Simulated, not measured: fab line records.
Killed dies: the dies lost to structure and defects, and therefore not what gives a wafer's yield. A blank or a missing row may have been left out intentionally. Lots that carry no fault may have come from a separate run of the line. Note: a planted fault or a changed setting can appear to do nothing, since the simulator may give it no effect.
Chamber matching	flow n5 finfet	ald metal-02 running N5_HKMG_FIN_ALD_36: 4 sister chambers
The step deposits TiN, target thk 1 nm, pulse time 1 s, purge time 3 s. 4 wafers are shown with their chamber, then 9 later ones without.

WAFERS WITH THEIR CHAMBER
wafer	chamber	heater power w (W)
L086.2	2	949
L090.1	1	794
L090.4	0	939
L090.5	3	907

WAFERS WITHOUT THEIR CHAMBER
wafer	heater power w (W)
L094.1	809
L094.4	965
L094.5	907
L095.1	969
L095.4	935
L095.6	878
L096.3	783
L096.5	899
L096.6	907

CHAMBER TAKEN BY EACH
wafer	from the rows above	in truth
L094.1	1	1
L094.4	can't be placed: 2 or 0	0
L094.5	3	3
L095.1	can't be placed: 2 or 0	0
L095.4	can't be placed: 0 or 2 or 3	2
L095.6	3	3
L096.3	1	1
L096.5	3	3
L096.6	3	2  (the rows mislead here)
Correctly placed: 5 of 9. From these rows, 3 cannot be placed; in 3 the true chamber is one of the candidates. Wrongly placed: 1.
How it was worked out, from the rows above alone: a wafer's distance from a chamber is the root of the sum, over the readings, of the square of ((its reading less the chamber's mean) divided by the reading's scatter). The wafer belongs to the nearest chamber; if the next one is less than 2 further off, it can't be placed. A chamber's mean is the mean of its shown wafers. The scatter: with one shown wafer a chamber, the root of the mean of the squares of how far each hidden wafer lies from its nearest shown one.
